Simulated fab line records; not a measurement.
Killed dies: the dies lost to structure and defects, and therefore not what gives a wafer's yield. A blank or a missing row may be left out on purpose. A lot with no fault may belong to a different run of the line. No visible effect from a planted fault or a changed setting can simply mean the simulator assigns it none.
fab line records -- flow n5_finfet
record lots=10, wafers=30, last_day=17
route steps=1938 shown MIM_BOT_ETCH@1869 TV_LITHO@1883 TV_OPEN@1890 PAD_METAL@1896 PASSIVATION@1936
lots that met no fault: taken from a fault-free run of the same line
start_h: hours from the record's first day to the start of the lot's first wafer shown -- wait_h: hours elapsed since this lot's preceding step -- " the same as in the row above -- L1.1+2: a single row standing in for several wafers -- - no value, or no start given -- * or withheld: withheld -- < > ~ a bound
route shown NAME@n: names a module that has steps shown in the file, with the first one's number in the route -- usual: average and standard deviation across the fault-free wafers -- same: alike in all rows -- chamber/n: place in a boat -- sites: per-site readings -- _std_site: standard deviation across them -- _edge_site: outer sites' mean less inner sites' -- radius_mm: for every site, how far away it sits from the centre of the wafer -- mask NAME#n: copy n -- behind: the most recent tool/chamber to have shaped the wafer -- hold: why the lot was held/for how many hours/how that ended -- device: the transistor (n, p or np) that didn't switch -- end of line: at the end of the route, the tests of the same wafers -- a step given without rows: its recipe and nothing more -- killed: dies lost to structure and defects at the first sort, not the wafer's yield -- map: the dies of a wafer, with x for killed, . for not killed, _ for no die there
set.NAME: the setting that was run; set.NAME@STEP: the one run at that earlier step -- model.NAME: the simulator's own value behind a step, which no gauge read
the route's steps for a sample of lots (tables are steps, rows are wafers)
services: a tool's chamber out of use, with start hour (start_h, from the record's first day; less than 0 if before it), hours out, and reason
## steps
# step N5_MIM_BOT_ETCH_STRIP_01
# recipe chemistry=O2, power_w=600, temp_c=60, pressure_mtorr=30, rf_frequency_hz=6e+07, bias_power_w=0, overash_fraction=0.5, o2_flow_sccm=225
# usual drypump_motor_current_A=5.6/0.4, oes_product_au=0.78/0.079, rf_vpp_V=3.5/1.3, showerhead_plenum_p_Torr=2.11/0.054, temp_c=59.99/0.13, throttle_valve_pct=16.62/0.23
lot.wafer,tool,chamber,start_h,wait_h,drypump_motor_current_A,oes_product_au,rf_hours_counter_h,rf_vpp_V,showerhead_plenum_p_Torr,temp_c,throttle_valve_pct
L253.2,rie_diel-01,2,265.90,0.1,4.8,0.69,215,1.4,2.00,59.74,16.88
L253.3,rie_diel-01,3,265.90,0.1,6.2,0.81,67,6.1,2.19,60.17,16.43
L253.4,rie_diel-01,2,265.90,0.1,4.8,0.69,-,4.2,2.00,59.90,16.88
L254.2,rie_diel-03,1,269.82,0.1,5.4,0.73,168,3.8,2.09,59.99,16.47
L254.4,rie_diel-03,3,269.82,0.1,5.9,0.88,19,2.8,2.17,60.00,16.44
L254.5,rie_diel-03,3,269.82,0.1,5.9,0.90,-,4.2,2.17,60.00,16.43
L255.1,rie_diel-04,2,271.11,0.1,6.1,0.92,12,2.0,2.07,60.09,16.23
L255.3,rie_diel-04,3,271.11,0.1,5.9,0.69,241,2.9,2.16,60.07,16.79
L255.4,rie_diel-04,0,271.11,0.1,6.0,0.72,203,3.2,2.09,59.99,17.06
L256.1,rie_diel-04,1,276.42,0.3,6.0,0.81,76,3.5,2.12,59.97,16.83
L256.4,rie_diel-04,0,276.42,0.3,6.1,0.72,206,4.1,2.09,59.92,17.08
L256.6,rie_diel-04,3,276.42,0.3,5.9,0.70,-,3.2,2.16,59.98,16.80
L257.1,rie_diel-03,2,276.44,0.2,5.1,0.75,200,3.3,2.08,60.12,16.58
L257.3,rie_diel-03,1,276.44,0.2,5.4,0.72,171,5.2,2.09,59.89,16.49
L257.6,rie_diel-03,1,276.44,0.2,5.4,0.73,-,3.7,2.09,59.89,16.54
L265.2,rie_diel-03,0,337.70,0.3,5.3,0.75,158,4.2,2.19,60.05,16.53
L265.3,rie_diel-03,1,337.70,0.3,5.4,0.71,198,3.4,2.08,59.94,16.53
L265.4,rie_diel-03,3,337.70,0.3,5.9,0.86,45,3.1,2.16,60.13,16.49
L266.2,rie_diel-04,0,345.69,0.3,6.1,0.70,239,3.2,2.08,59.96,17.12
L266.4,rie_diel-04,3,345.69,0.3,6.0,1.00,14,1.8,2.15,59.74,16.40
L266.6,rie_diel-04,2,345.69,0.3,6.1,0.86,-,7.1,2.06,60.05,16.35
L273.2,rie_diel-04,0,377.63,0.5,6.0,0.66,254,7.0,2.07,59.88,17.20
L273.5,rie_diel-04,2,377.63,0.5,6.1,0.82,-,3.9,2.05,59.90,16.36
L273.6,rie_diel-04,1,377.63,0.5,6.0,0.75,-,3.0,2.10,59.97,16.90
L272.2,rie_diel-03,2,379.50,0.1,5.2,0.71,248,3.2,2.06,60.10,16.68
L272.4,rie_diel-03,3,379.50,0.1,6.0,0.82,65,2.7,2.15,60.07,16.52
L272.6,rie_diel-03,2,379.50,0.1,5.2,0.71,-,3.6,2.06,60.25,16.63
L275.1,rie_diel-01,3,401.66,0.1,6.2,0.77,91,3.7,2.19,60.06,16.50
L275.2,rie_diel-01,0,401.66,0.1,5.8,0.72,220,5.1,2.09,60.27,16.74
L275.3,rie_diel-01,2,401.66,0.1,4.9,0.70,240,1.4,1.99,60.11,16.91
# step N5_PASSIVATION_CD_MEAS_10
# recipe target_cd_nm=3000, landing_energy_ev=500, detector=se_inlens
# usual cd_nm=2999.5/2.3
lot.wafer,tool,chamber,start_h,wait_h,cd_nm
L253.2,cd_sem-03,0,267.35,-,2999.8
L253.3,cd_sem-03,0,267.35,-,2999.8
L253.4,cd_sem-03,0,267.35,-,3000.9
L254.2,cd_sem-01,0,271.16,-,2999.3
L254.4,cd_sem-01,0,271.16,-,3001.9
L254.5,cd_sem-01,0,271.16,-,2999.3
L255.1,cd_sem-02,0,272.21,-,3001.1
L255.3,cd_sem-02,0,272.21,-,3001.7
L255.4,cd_sem-02,0,272.21,-,3002.8
L256.1,cd_sem-03,0,278.12,-,3000.9
L256.4,cd_sem-03,0,278.12,-,3001.2
L256.6,cd_sem-03,0,278.12,-,3001.7
L257.1,cd_sem-01,0,278.29,-,2998.4
L257.3,cd_sem-01,0,278.29,-,2995.8
L257.6,cd_sem-01,0,278.29,-,2998.9
L265.2,cd_sem-01,0,338.72,-,2998.9
L265.3,cd_sem-01,0,338.72,-,3000.2
L265.4,cd_sem-01,0,338.72,-,2998.2
L266.2,cd_sem-01,0,348.53,-,3000.7
L266.4,cd_sem-01,0,348.53,-,2998.8
L266.6,cd_sem-01,0,348.53,-,2999.6
L272.2,cd_sem-03,0,381.36,-,2997.5
L272.4,cd_sem-03,0,381.36,-,2997.5
L272.6,cd_sem-03,0,381.36,-,2999.2
L273.2,cd_sem-03,0,381.74,-,3000.7
L273.5,cd_sem-03,0,381.74,-,2998.4
L273.6,cd_sem-03,0,381.74,-,2997.9
L275.1,cd_sem-02,0,405.65,-,2998.3
L275.2,cd_sem-02,0,405.65,-,2997.1
L275.3,cd_sem-02,0,405.65,-,3001.4
# step N5_PASSIVATION_ETCH_15
# recipe chemistry=CF4/N2, target=SiCN, target_depth_a=750, taper_deg=2, time_s=81.2, ion_energy_ev=150, mask_material=SiNx, pressure_mtorr=40, source_w=430, bias_w=70, Ar_flow_sccm=100, cf4_flow_sccm=60, n2_flow_sccm=60
# usual cf4_flow_sccm=60.01/0.18, drypump_motor_current_A=5.8/0.54, oes_product_au=0.78/0.092, rf_vpp_V=383.3/1.9, showerhead_plenum_p_Torr=2.24/0.077, throttle_valve_pct=15.44/0.23
lot.wafer,tool,chamber,start_h,wait_h,cf4_flow_sccm,drypump_motor_current_A,oes_product_au,rf_hours_counter_h,rf_vpp_V,showerhead_plenum_p_Torr,throttle_valve_pct
L253.2,rie_diel-06,1,-,-,59.95,6.6,0.82,63,382.6,2.32,15.14
L253.3,rie_diel-06,0,-,-,59.82,5.1,0.71,182,380.7,2.10,15.51
L253.4,rie_diel-06,2,-,-,60.19,5.9,0.93,13,382.6,2.16,15.33
L254.2,rie_diel-06,1,-,-,59.86,6.6,0.81,64,385.7,2.32,15.13
L254.4,rie_diel-06,2,-,-,59.82,5.9,0.92,14,381.4,2.16,15.33
L254.5,rie_diel-06,1,-,-,60.09,6.6,0.83,-,384.8,2.32,15.14
L255.1,rie_diel-02,3,-,-,60.13,5.5,0.73,177,385.0,2.29,15.70
L255.3,rie_diel-02,1,-,-,60.32,5.6,0.95,26,386.1,2.33,15.51
L255.4,rie_diel-02,0,-,-,60.09,5.2,0.71,183,383.0,2.27,15.87
L256.1,rie_diel-02,2,-,-,60.34,5.0,0.89,30,384.8,2.35,15.14
L256.4,rie_diel-02,3,-,-,60.05,5.5,0.71,179,383.8,2.29,15.73
L256.6,rie_diel-02,2,-,-,60.14,5.0,0.89,-,384.4,2.35,15.14
L257.1,rie_diel-06,2,-,-,60.04,5.9,0.93,16,380.0,2.16,15.31
L257.3,rie_diel-06,0,-,-,59.76,5.1,0.72,185,380.4,2.09,15.51
L257.6,rie_diel-06,2,-,-,59.91,5.9,0.93,-,380.2,2.16,15.31
L265.2,rie_diel-05,0,-,-,59.79,6.1,0.98,1,385.1,2.34,15.20
L265.3,rie_diel-05,2,-,-,60.03,5.0,0.69,243,383.8,2.26,15.97
L265.4,rie_diel-05,3,-,-,59.87,5.6,0.68,216,384.5,2.28,15.40
L266.2,rie_diel-05,3,-,-,60.04,5.6,0.68,217,383.9,2.28,15.40
L266.4,rie_diel-05,1,-,-,59.90,5.7,0.79,102,383.3,2.21,15.46
L266.6,rie_diel-05,2,-,-,59.97,5.0,0.68,-,384.9,2.26,15.98
L272.2,rie_diel-06,3,-,-,60.08,6.5,0.69,216,382.7,2.27,15.41
L272.4,rie_diel-06,0,-,-,59.70,5.1,0.69,213,379.6,2.08,15.57
L272.6,rie_diel-06,2,-,-,59.98,5.9,0.86,-,382.3,2.15,15.37
L273.2,rie_diel-06,0,-,-,60.42,5.1,0.70,213,380.1,2.08,15.55
L273.5,rie_diel-06,3,-,-,60.15,6.5,0.69,-,383.2,2.27,15.42
L273.6,rie_diel-06,2,-,-,60.00,5.9,0.86,-,381.4,2.15,15.40
L275.1,rie_diel-02,1,-,-,60.13,5.6,0.88,64,384.3,2.31,15.58
L275.2,rie_diel-02,2,-,-,60.08,5.0,0.84,65,385.7,2.34,15.20
L275.3,rie_diel-02,0,-,-,59.79,5.2,0.69,223,384.3,2.26,15.94
# step N5_PASSIVATION_AL_DEP_21
# recipe material=Al, target_thk_a=28000, temp_c=400, time_s=170, power_w=30000, chamber_pressure_pa=0.4, gas=Ar
# usual throttle_valve_pct=30.3/1.2
lot.wafer,tool,chamber,start_h,wait_h,throttle_valve_pct
L253.2,pvd_sputter-03,-,268.56,0.1,32.3
L253.3,pvd_sputter-03,-,268.56,0.1,30.0
L253.4,pvd_sputter-03,-,268.56,0.1,28.2
L254.2,pvd_sputter-01,-,272.56,0.1,31.3
L254.4,pvd_sputter-01,-,272.56,0.1,28.9
L254.5,pvd_sputter-01,-,272.56,0.1,30.0
L255.1,pvd_sputter-02,-,273.32,0.1,31.1
L255.3,pvd_sputter-02,-,273.32,0.1,27.7
L255.4,pvd_sputter-02,-,273.32,0.1,29.9
L256.1,pvd_sputter-02,-,279.39,0.1,27.8
L256.4,pvd_sputter-02,-,279.39,0.1,31.1
L256.6,pvd_sputter-02,-,279.39,0.1,29.7
L257.1,pvd_sputter-01,-,279.55,0.1,28.8
L257.3,pvd_sputter-01,-,279.55,0.1,31.4
L257.6,pvd_sputter-01,-,279.55,0.1,31.3
L265.2,pvd_sputter-02,-,339.76,0.1,30.0
L265.3,pvd_sputter-02,-,339.76,0.1,31.1
L265.4,pvd_sputter-02,-,339.76,0.1,31.3
L266.2,pvd_sputter-01,-,349.97,0.1,29.8
L266.4,pvd_sputter-01,-,349.97,0.1,31.5
L266.6,pvd_sputter-01,-,349.97,0.1,28.9
L272.2,pvd_sputter-02,-,382.50,0.1,29.8
L272.4,pvd_sputter-02,-,382.50,0.1,31.3
L272.6,pvd_sputter-02,-,382.50,0.1,31.4
L273.2,pvd_sputter-03,-,385.05,0.1,30.1
L273.5,pvd_sputter-03,-,385.05,0.1,29.7
L273.6,pvd_sputter-03,-,385.05,0.1,28.4
L275.1,pvd_sputter-03,-,407.02,0.1,29.7
L275.2,pvd_sputter-03,-,407.02,0.1,28.5
L275.3,pvd_sputter-03,-,407.02,0.1,32.2
# step N5_PASSIVATION_PROBE_49
# usual defect_limited_yield=91.4/1.4, killed_at_M0_to_M3=31/10, killed_at_M4_up=14/5.6, killed_at_contacts=13/6.3, killed_at_front_end=39/10, killed_at_other=4/3.1, killed_dies=101/16, killed_open=65/13, killed_short=34/7.2, sort_bin_5_function=5.1/0.88, sort_bin_6_memory=3.2/0.66, sort_n_pass=1079/16, sort_yield_pct=91.4/1.4
# same gross_dies=1180, killed_at_back_side=0, sort_bin_4_leakage[%]=0, sort_bin_8_speed[%]=0
lot.wafer,tool,chamber,start_h,wait_h,defect_limited_yield[%],killed_at_M0_to_M3,killed_at_M4_up,killed_at_contacts,killed_at_front_end,killed_at_other,killed_dies,killed_open,killed_short,sort_bin_5_function[%],sort_bin_6_memory[%],sort_n_pass,sort_yield_pct[%]
L253.2,prober-01,-,274.71,0.1,88.6,45,10,18,58,3,134,97,34,6.7,4.2,1046,88.6
L253.3,prober-01,-,274.76,0.1,90.1,32,15,11,57,2,117,75,40,6.1,3.4,1063,90.1
L253.4,prober-01,-,274.81,0.2,91.8,30,12,15,38,2,97,65,32,4.4,3.6,1083,91.8
L254.2,prober-01,-,279.08,0.1,90.2,25,12,23,40,16,116,78,38,5.8,3.8,1064,90.2
L254.4,prober-01,-,279.18,0.2,91.8,27,5,12,41,12,97,70,26,5.0,3.0,1083,91.8
L254.5,prober-01,-,279.23,0.2,90.8,34,8,12,48,7,109,67,38,5.1,3.5,1071,90.8
L255.1,prober-02,-,279.56,0.0,89.7,32,10,19,55,5,121,74,45,5.7,4.2,1059,89.7
L255.3,prober-02,-,279.66,0.1,91.7,35,21,19,21,2,98,69,27,4.9,3.2,1082,91.7
L255.4,prober-02,-,279.71,0.2,90.9,34,9,19,39,6,107,74,33,5.8,3.0,1073,90.9
L256.1,prober-01,-,284.85,0.0,89.1,17,19,5,83,5,129,80,42,5.7,4.2,1051,89.1
L256.4,prober-01,-,285.00,0.2,86.8,47,22,27,56,4,156,113,42,7.9,4.7,1024,86.8
L256.6,prober-01,-,285.10,0.3,91.5,17,16,18,46,3,100,69,28,4.6,3.3,1080,91.5
L257.1,prober-02,-,286.84,0.0,90.8,44,16,5,34,10,109,74,35,6.5,2.6,1071,90.8
L257.3,prober-02,-,286.94,0.1,90.3,43,32,12,22,5,114,80,32,5.8,3.6,1066,90.3
L257.6,prober-02,-,287.09,0.3,91.8,32,20,12,28,5,97,62,35,4.7,3.2,1083,91.8
L265.2,prober-01,-,346.59,0.1,91.8,33,11,17,32,4,97,57,40,5.0,3.0,1083,91.8
L265.3,prober-01,-,346.64,0.1,88.9,55,21,18,37,0,131,81,47,6.9,3.6,1049,88.9
L265.4,prober-01,-,346.69,0.2,91.5,36,14,19,27,4,100,68,29,5.9,2.3,1080,91.5
L266.2,prober-02,-,356.06,0.1,88.0,49,17,10,55,11,142,93,46,6.9,4.7,1038,88.0
L266.4,prober-02,-,356.16,0.2,90.8,21,13,11,36,27,108,53,36,6.2,2.5,1072,90.8
L266.6,prober-02,-,356.26,0.3,90.1,32,18,8,51,8,117,79,34,5.4,4.1,1063,90.1
L272.4,prober-01,-,388.45,0.2,92.2,34,14,12,29,3,92,55,36,4.9,2.5,1088,92.2
L272.6,prober-01,-,388.55,0.3,93.0,20,22,13,28,0,83,54,29,4.7,2.1,1097,93.0
L273.2,prober-01,-,391.34,0.1,92.2,33,13,7,36,3,92,52,38,4.7,2.8,1088,92.2
L273.5,prober-01,-,391.49,0.2,91.8,40,17,8,30,2,97,58,37,4.7,3.0,1083,91.8
L273.6,prober-01,-,391.54,0.3,92.4,36,7,5,41,1,90,56,32,4.9,2.3,1090,92.4
L275.1,prober-01,-,412.57,0.0,93.1,10,11,11,46,4,82,54,25,4.1,2.6,1098,93.1
L275.2,prober-01,-,412.62,0.1,91.8,18,13,24,35,7,97,68,27,5.2,2.9,1083,91.8
L275.3,prober-01,-,412.67,0.1,89.2,21,23,21,54,8,127,89,37,5.8,4.8,1053,89.2
# killed by level:class
L253.2 STI_FIN_REVEAL:geometric_particle:open=16 MOL_CONTACT_COAG:geometric_particle:open=15 FIN_SAQP:geometric_particle:open=14 BEOL_M0_SAQP:geometric_particle:open=10 BEOL_M3:geometric_particle:open=10 BEOL_M0_SAQP:geometric_particle:short=9 FIN_SAQP:geometric_particle:short=8 BEOL_M1:geometric_particle:open=4
L253.3 FIN_SAQP:geometric_particle:open=11 STI_FIN_REVEAL:geometric_particle:open=10 MOL_CONTACT_COAG:geometric_particle:open=10 FIN_SAQP:geometric_particle:short=9 BEOL_M0_SAQP:geometric_particle:open=7 ILD0:geometric_particle:short=6 BEOL_M0_SAQP:geometric_particle:short=6 BEOL_M2:geometric_particle:open=6
L253.4 MOL_CONTACT_COAG:geometric_particle:open=10 FIN_SAQP:geometric_particle:open=9 STI_FIN_REVEAL:geometric_particle:open=7 BEOL_M3:geometric_particle:open=6 BEOL_M1:geometric_particle:open=6 FIN_SAQP:geometric_particle:short=5 BEOL_M0_SAQP:geometric_particle:open=5 MOL_CONTACT_COAG:geometric_particle:short=5
L254.2 MOL_CONTACT_COAG:geometric_particle:open=16 STI_FIN_REVEAL:geometric_particle:open=13 FIN_SAQP:geometric_particle:short=8 BEOL_M3:geometric_particle:open=8 FIN_SAQP:geometric_particle:open=7 MOL_CONTACT_COAG:geometric_particle:short=7 BEOL_M5:geometric_particle:open=5 MIM_TOP:geometric_particle:open=5
L254.4 FIN_SAQP:geometric_particle:open=11 MOL_CONTACT_COAG:geometric_particle:open=11 BEOL_M3:geometric_particle:open=11 STI_FIN_REVEAL:geometric_particle:open=5 STARTING-WAFER:geometric_particle:open=5 STARTING-WAFER:geometric_particle:short=5 DUMMY_GATE:geometric_particle:open=4 MIM_TOP:geometric_particle:open=4
L254.5 STI_FIN_REVEAL:geometric_particle:open=11 BEOL_M3:geometric_particle:open=10 FIN_SAQP:geometric_particle:short=9 MOL_CONTACT_COAG:geometric_particle:open=9 BEOL_M0_SAQP:geometric_particle:short=9 BEOL_M5:geometric_particle:open=7 FIN_SAQP:geometric_particle:open=6 BEOL_M0:geometric_particle:open=5
L255.1 STI_FIN_REVEAL:geometric_particle:open=14 MOL_CONTACT_COAG:geometric_particle:open=11 BEOL_M0_SAQP:geometric_particle:short=9 FIN_SAQP:geometric_particle:open=8 BEOL_M0_SAQP:geometric_particle:open=8 MOL_CONTACT_COAG:geometric_particle:short=7 FIN_SAQP:geometric_particle:short=6 STI_FIN_REVEAL:geometric_particle:short=5
L255.3 MOL_CONTACT_COAG:geometric_particle:open=15 BEOL_M4:geometric_particle:open=15 BEOL_M0_SAQP:geometric_particle:short=7 BEOL_M0_SAQP:geometric_particle:open=7 BEOL_M2:geometric_particle:open=6 FIN_SAQP:geometric_particle:open=5 FIN_SAQP:geometric_particle:short=5 BEOL_M3:geometric_particle:open=5
L255.4 MOL_CONTACT_COAG:geometric_particle:open=16 BEOL_M2:geometric_particle:open=13 FIN_SAQP:geometric_particle:open=10 FIN_SAQP:geometric_particle:short=9 BEOL_M0_SAQP:geometric_particle:short=9 STI_FIN_REVEAL:geometric_particle:open=6 DUMMY_GATE:geometric_particle:open=3 GATE_CUT:geometric_particle:open=3
L256.1 FIN_SAQP:geometric_particle:open=27 STI_FIN_REVEAL:geometric_particle:open=21 FIN_SAQP:geometric_particle:short=15 BEOL_M0_SAQP:geometric_particle:short=7 BEOL_M4:geometric_particle:open=7 BEOL_M4:geometric_particle:short=4 HKMG_FIN:area_etch=4 MOL_CONTACT_COAG:geometric_particle:open=3
L256.4 STI_FIN_REVEAL:geometric_particle:open=34 MOL_CONTACT_COAG:geometric_particle:open=19 BEOL_M1:geometric_particle:open=10 MOL_CONTACT_COAG:geometric_particle:short=8 BEOL_M0_SAQP:geometric_particle:open=7 BEOL_M1:geometric_particle:short=7 FIN_SAQP:geometric_particle:open=6 STI_FIN_REVEAL:geometric_particle:short=6
L256.6 FIN_SAQP:geometric_particle:open=13 MOL_CONTACT_COAG:geometric_particle:open=13 STI_FIN_REVEAL:geometric_particle:open=10 BEOL_M3:geometric_particle:open=8 MOL_CONTACT_COAG:geometric_particle:short=5 GATE_CUT:geometric_particle:short=4 BEOL_M4:geometric_particle:open=4 FIN_SAQP:geometric_particle:short=3
L257.1 BEOL_M3:geometric_particle:open=10 BEOL_M2:geometric_particle:open=9 DUMMY_GATE:geometric_particle:open=9 BEOL_M0_SAQP:geometric_particle:short=8 BEOL_M0_SAQP:geometric_particle:open=8 BEOL_M4:geometric_particle:short=6 BEOL_M1:geometric_particle:open=6 FIN_SAQP:geometric_particle:open=5
L257.3 BEOL_M4:geometric_particle:open=21 BEOL_M2:geometric_particle:open=14 BEOL_M0_SAQP:geometric_particle:short=10 MOL_CONTACT_COAG:geometric_particle:open=9 BEOL_M3:geometric_particle:open=7 STI_FIN_REVEAL:geometric_particle:open=5 STARTING-WAFER:geometric_particle:open=4 FIN_SAQP:geometric_particle:short=3
L257.6 BEOL_M4:geometric_particle:open=14 MOL_CONTACT_COAG:geometric_particle:open=7 BEOL_M0_SAQP:geometric_particle:short=7 STI_FIN_REVEAL:geometric_particle:open=6 BEOL_M0_SAQP:geometric_particle:open=6 MOL_CONTACT_COAG:geometric_particle:short=5 BEOL_M3:geometric_particle:open=5 BEOL_M3:geometric_particle:short=4
L265.2 BEOL_M0_SAQP:geometric_particle:short=13 MOL_CONTACT_COAG:geometric_particle:open=12 BEOL_M4:geometric_particle:open=8 FIN_SAQP:geometric_particle:open=7 BEOL_M0:geometric_particle:open=7 FIN_SAQP:geometric_particle:short=6 STI_FIN_REVEAL:geometric_particle:open=6 MOL_CONTACT_COAG:geometric_particle:short=5
L265.3 BEOL_M0_SAQP:geometric_particle:short=16 MOL_CONTACT_COAG:geometric_particle:open=16 FIN_SAQP:geometric_particle:short=12 BEOL_M0_SAQP:geometric_particle:open=10 BEOL_M3:geometric_particle:open=9 BEOL_M4:geometric_particle:open=9 STI_FIN_REVEAL:geometric_particle:open=7 BEOL_M5:geometric_particle:open=5
L265.4 MOL_CONTACT_COAG:geometric_particle:open=15 FIN_SAQP:geometric_particle:open=8 BEOL_M0_SAQP:geometric_particle:short=8 BEOL_M0_SAQP:geometric_particle:open=7 FIN_SAQP:geometric_particle:short=6 BEOL_M0:geometric_particle:open=6 STI_FIN_REVEAL:geometric_particle:open=4 BEOL_M1:geometric_particle:short=4
L266.2 BEOL_M0_SAQP:geometric_particle:short=16 BEOL_M0_SAQP:geometric_particle:open=14 DUMMY_GATE:geometric_particle:open=11 STI_FIN_REVEAL:geometric_particle:open=9 BEOL_M4:geometric_particle:open=9 MOL_CONTACT_COAG:geometric_particle:open=8 GATE_CUT:geometric_particle:short=7 BEOL_M2:geometric_particle:open=6
L266.4 PASSIVATION:area_etch=16 MOL_CONTACT_COAG:geometric_particle:open=9 BEOL_M0_SAQP:geometric_particle:short=7 FIN_SAQP:geometric_particle:short=6 FIN_SAQP:geometric_particle:open=5 DUMMY_GATE:geometric_particle:short=5 DUMMY_GATE:geometric_particle:open=5 BEOL_M2:geometric_particle:open=5
L266.6 FIN_SAQP:geometric_particle:open=13 BEOL_M0_SAQP:geometric_particle:open=12 GATE_CUT:geometric_particle:open=9 BEOL_M0_SAQP:geometric_particle:short=7 STI_FIN_REVEAL:geometric_particle:open=6 DUMMY_GATE:geometric_particle:open=6 MOL_CONTACT_COAG:geometric_particle:open=5 MIM_BOT:geometric_particle:open=4
L272.4 BEOL_M0_SAQP:geometric_particle:short=9 MOL_CONTACT_COAG:geometric_particle:open=9 BEOL_M3:geometric_particle:open=6 FIN_SAQP:geometric_particle:open=5 GATE_CUT:geometric_particle:short=5 BEOL_M1:geometric_particle:open=5 BEOL_M2:geometric_particle:open=5 FIN_SAQP:geometric_particle:short=4
L272.6 MOL_CONTACT_COAG:geometric_particle:open=9 BEOL_M4:geometric_particle:open=7 FIN_SAQP:geometric_particle:short=6 GATE_CUT:geometric_particle:short=6 BEOL_M5:geometric_particle:open=6 BEOL_M3:geometric_particle:open=5 FIN_SAQP:geometric_particle:open=4 MOL_CONTACT_COAG:geometric_particle:short=4
L273.2 BEOL_M0_SAQP:geometric_particle:open=9 BEOL_M0_SAQP:geometric_particle:short=8 BEOL_M4:geometric_particle:open=6 FIN_SAQP:geometric_particle:short=5 STARTING-WAFER:geometric_particle:short=5 FIN_SAQP:geometric_particle:open=4 STI_FIN_REVEAL:geometric_particle:open=4 DUMMY_GATE:geometric_particle:open=4
L273.5 BEOL_M0_SAQP:geometric_particle:short=10 BEOL_M0_SAQP:geometric_particle:open=9 MOL_CONTACT_COAG:geometric_particle:open=8 FIN_SAQP:geometric_particle:short=7 BEOL_M2:geometric_particle:open=5 STI_FIN_REVEAL:geometric_particle:open=4 BEOL_M4:geometric_particle:open=4 BEOL_M3:geometric_particle:open=4
L273.6 BEOL_M0_SAQP:geometric_particle:open=12 FIN_SAQP:geometric_particle:short=11 FIN_SAQP:geometric_particle:open=9 STI_FIN_REVEAL:geometric_particle:open=7 BEOL_M1:geometric_particle:open=6 BEOL_M2:geometric_particle:open=5 BEOL_M2:geometric_particle:short=5 BEOL_M0_SAQP:geometric_particle:short=4
L275.1 FIN_SAQP:geometric_particle:open=12 MOL_CONTACT_COAG:geometric_particle:open=11 FIN_SAQP:geometric_particle:short=10 DUMMY_GATE:geometric_particle:open=8 BEOL_M1:geometric_particle:open=7 STI_FIN_REVEAL:geometric_particle:open=3 GATE_CUT:geometric_particle:short=3 BEOL_M8:geometric_particle:open=3
L275.2 MOL_CONTACT_COAG:geometric_particle:open=21 STI_FIN_REVEAL:geometric_particle:open=9 BEOL_M1:geometric_particle:open=7 FIN_SAQP:geometric_particle:short=6 FIN_SAQP:geometric_particle:open=5 GATE_CUT:geometric_particle:short=4 BEOL_M4:geometric_particle:short=4 DUMMY_GATE:geometric_particle:open=3
L275.3 STI_FIN_REVEAL:geometric_particle:open=20 MOL_CONTACT_COAG:geometric_particle:open=17 FIN_SAQP:geometric_particle:open=14 FIN_SAQP:geometric_particle:short=10 BEOL_M4:geometric_particle:open=7 BEOL_M1:geometric_particle:open=5 BEOL_M5:geometric_particle:open=5 BEOL_M4:geometric_particle:short=4
## services
tool,chamber,start_h,hours,kind
rie_diel-04,1,287.30,4.7,repair
rie_diel-06,2,290.72,8.7,repair
rie_diel-03,3,291.56,6.8,repair
rie_diel-04,3,292.69,-,clean
rie_diel-03,-,293.56,1.1,repair
rie_diel-03,0,296.71,5.3,repair
rie_diel-05,0,302.92,10.6,repair
rie_diel-01,-,306.91,75.6,repair
rie_diel-04,-,308.37,4.3,pm
rie_diel-06,1,313.56,3.6,repair
rie_diel-04,3,321.46,9.9,repair
rie_diel-06,-,324.61,2.8,pm
rie_diel-02,2,330.09,1.6,repair
rie_diel-06,0,339.69,7.4,repair
rie_diel-05,2,353.39,15.3,repair
pvd_sputter-03,-,355.26,3.1,repair
rie_diel-04,0,360.70,5.8,repair
rie_diel-04,3,368.33,39.2,repair
rie_diel-03,1,380.94,2.6,repair
rie_diel-05,-,381.65,2.8,pm
rie_diel-04,1,381.81,1.8,repair
rie_diel-06,2,385.88,2.4,repair
rie_diel-05,-,392.36,1.5,repair
pvd_sputter-02,-,402.50,33.0,repair
## key
first_sign step=N5_PASSIVATION_PROBE_49, reading=killed_at_other, direction=up, sigmas=7.4, usual=4, struck=27
effect none on later readings
met_at N5_PASSIVATION_AL_DEP_21
struck_lots L266
struck_wafers L266.4
not_acting_at N5_MIM_BOT_ETCH_STRIP_01,N5_PASSIVATION_CD_MEAS_10,N5_PASSIVATION_ETCH_15
onset_between 279.55 349.97
fault kind=process_parameter_drift, tool=pvd_sputter-01, chamber=-, onset_h=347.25, steps=N5_PASSIVATION_AL_DEP_21, channel=time_s, offset=*, shape=step, end_h=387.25, scope=struck_wafers_only, acts_in=*, stated=*
